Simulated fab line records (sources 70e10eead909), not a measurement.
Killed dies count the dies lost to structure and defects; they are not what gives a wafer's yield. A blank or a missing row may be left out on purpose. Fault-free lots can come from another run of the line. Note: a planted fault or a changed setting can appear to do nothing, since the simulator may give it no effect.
Chamber matching / flow nandHarc / 4 sister chambers for NHARC_A_SGD_CUT_ETCHBACK_24 on rieDiel-08
The step etches the open film in CH3F/O2, target depth 50 nm, time 92.857 s. 4 wafers are shown with their chamber, then 9 later ones without.

== WAFERS WITH THEIR CHAMBER ==
wafer=L086.4; chamber=3; showerheadPlenumPTorr (Torr)=2.49
wafer=L089.4; chamber=2; showerheadPlenumPTorr (Torr)=2.57
wafer=L089.5; chamber=0; showerheadPlenumPTorr (Torr)=2.38
wafer=L089.6; chamber=1; showerheadPlenumPTorr (Torr)=2.42

== WAFERS WITH NO CHAMBER GIVEN ==
wafer=L090.1; showerheadPlenumPTorr (Torr)=2.42
wafer=L090.4; showerheadPlenumPTorr (Torr)=2.58
wafer=L090.5; showerheadPlenumPTorr (Torr)=2.58
wafer=L092.1; showerheadPlenumPTorr (Torr)=2.49
wafer=L092.2; showerheadPlenumPTorr (Torr)=2.38
wafer=L092.6; showerheadPlenumPTorr (Torr)=2.57
wafer=L097.3; showerheadPlenumPTorr (Torr)=2.42
wafer=L097.4; showerheadPlenumPTorr (Torr)=2.38
wafer=L097.6; showerheadPlenumPTorr (Torr)=2.57

== THE CHAMBER EACH PASSED THROUGH ==
wafer=L090.1; from the rows above=1; in truth=1
wafer=L090.4; from the rows above=2; in truth=2
wafer=L090.5; from the rows above=2; in truth=2
wafer=L092.1; from the rows above=3; in truth=3
wafer=L092.2; from the rows above=0; in truth=0
wafer=L092.6; from the rows above=2; in truth=2
wafer=L097.3; from the rows above=1; in truth=1
wafer=L097.4; from the rows above=0; in truth=0
wafer=L097.6; from the rows above=2; in truth=2
9 of 9 placed correctly. Not placeable from these rows: 0. Wrongly placed: 0.
How it was worked out, from the rows above alone: a wafer's distance from a chamber is the root of the sum, over the readings, of the square of ((its reading less the chamber's mean) divided by the reading's scatter). The wafer belongs to the nearest chamber; if the next one is less than 2 further off, it can't be placed. For every chamber, the mean is computed from those of its wafers that are shown. The scatter (one wafer shown for each chamber): square how far every hidden wafer sits from the nearest shown wafer, average those squares and take the square root.
